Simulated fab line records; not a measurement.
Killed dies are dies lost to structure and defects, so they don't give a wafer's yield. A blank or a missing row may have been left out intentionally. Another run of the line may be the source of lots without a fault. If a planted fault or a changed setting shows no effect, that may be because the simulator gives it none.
Which tool did it? / flow n5Finfet / 12 lots with 36 wafers sampled at 2 steps, on a route of 1938 steps

## WHAT EACH GAUGE READ, for each wafer
N5_BEOL_M3_CD_MEAS_35: target cd 18 nm, target cd y 21 nm.
lot=L076; measured=day 8 04:36; on=cdSem-02; cdNm (nm)=18.0 18.3 17.7
lot=L077; measured=day 8 04:47; on=cdSem-03; cdNm (nm)=18.1 18.3 17.8
lot=L078; measured=day 8 11:33; on=cdSem-01; cdNm (nm)=18.1 18.5 18.2
lot=L081; measured=day 9 12:39; on=cdSem-03; cdNm (nm)=18.3 18.1 18.2
lot=L084; measured=day 9 23:25; on=cdSem-02; cdNm (nm)=17.7 18.0 17.6
lot=L086; measured=day 11 03:13; on=cdSem-03; cdNm (nm)=17.7 17.9 18.0
lot=L087; measured=day 11 03:42; on=cdSem-02; cdNm (nm)=18.2 18.2 18.2
lot=L090; measured=day 11 06:52; on=cdSem-03; cdNm (nm)=18.1 17.7 18.0
lot=L091; measured=day 11 10:37; on=cdSem-01; cdNm (nm)=17.4 18.0 17.7
lot=L093; measured=day 12 13:05; on=cdSem-03; cdNm (nm)=18.6 18.1 18.2
lot=L094; measured=day 12 16:05; on=cdSem-03; cdNm (nm)=18.6 18.0 18.1
lot=L097; measured=day 13 22:54; on=cdSem-03; cdNm (nm)=18.2 17.4 17.7

## WHAT TOOL EACH LOT RAN ON (gives the tool, then ch and the chambers of the sampled wafers, and finally the start)
lot=L076; N5_BEOL_M3_ETCH_41=rieDiel-04 ch 2,3, day 8 04:36 or earlier
lot=L077; N5_BEOL_M3_ETCH_41=rieDiel-03 ch 0,2, day 8 04:47 or earlier
lot=L078; N5_BEOL_M3_ETCH_41=rieDiel-04 ch 0,1,2, day 8 11:33 or earlier
lot=L081; N5_BEOL_M3_ETCH_41=rieDiel-02 ch 0,3, day 9 12:39 or earlier
lot=L084; N5_BEOL_M3_ETCH_41=rieDiel-03 ch 0,2,3, day 9 23:25 or earlier
lot=L086; N5_BEOL_M3_ETCH_41=rieDiel-02 ch 1,2, day 11 03:13 or earlier
lot=L087; N5_BEOL_M3_ETCH_41=rieDiel-04 ch 1,3, day 11 03:42 or earlier
lot=L090; N5_BEOL_M3_ETCH_41=rieDiel-02 ch 1,2,3, day 11 06:52 or earlier
lot=L091; N5_BEOL_M3_ETCH_41=rieDiel-02 ch 2,3, day 11 10:37 or earlier
lot=L093; N5_BEOL_M3_ETCH_41=rieDiel-02 ch 1,2, day 12 13:05 or earlier
lot=L094; N5_BEOL_M3_ETCH_41=rieDiel-02 ch 2,3, day 12 16:05 or earlier
lot=L097; N5_BEOL_M3_ETCH_41=rieDiel-02 ch 0,1,2, day 13 22:54 or earlier
- N5_BEOL_M3_ETCH_41: etches SiCN in CH3F/O2, target depth 29.9 nm, time 52.5 s.

## THE ANSWER, worked out from the rows above alone
Rule: what is usual is taken from the lots themselves. The widest of any qualifying gaps counts: lots, ordered by their means at a reading, are off when they make up no more than a third of the lots, leave a main group of 4 or more, and stand apart from it by 3 or more times the standard deviation of that group's means. If all means in a main group match to the digits the tables above print for the reading, that group is not used. A lot without any number at a reading at which 4 lots or more have one is off too. Where the step has rows for the other lots, those lots are counted as sound.
No lot is off on any of the readings shown, so nothing can be concluded from this.

## WHAT HAD BEEN PUT IN BY THE SIMULATOR
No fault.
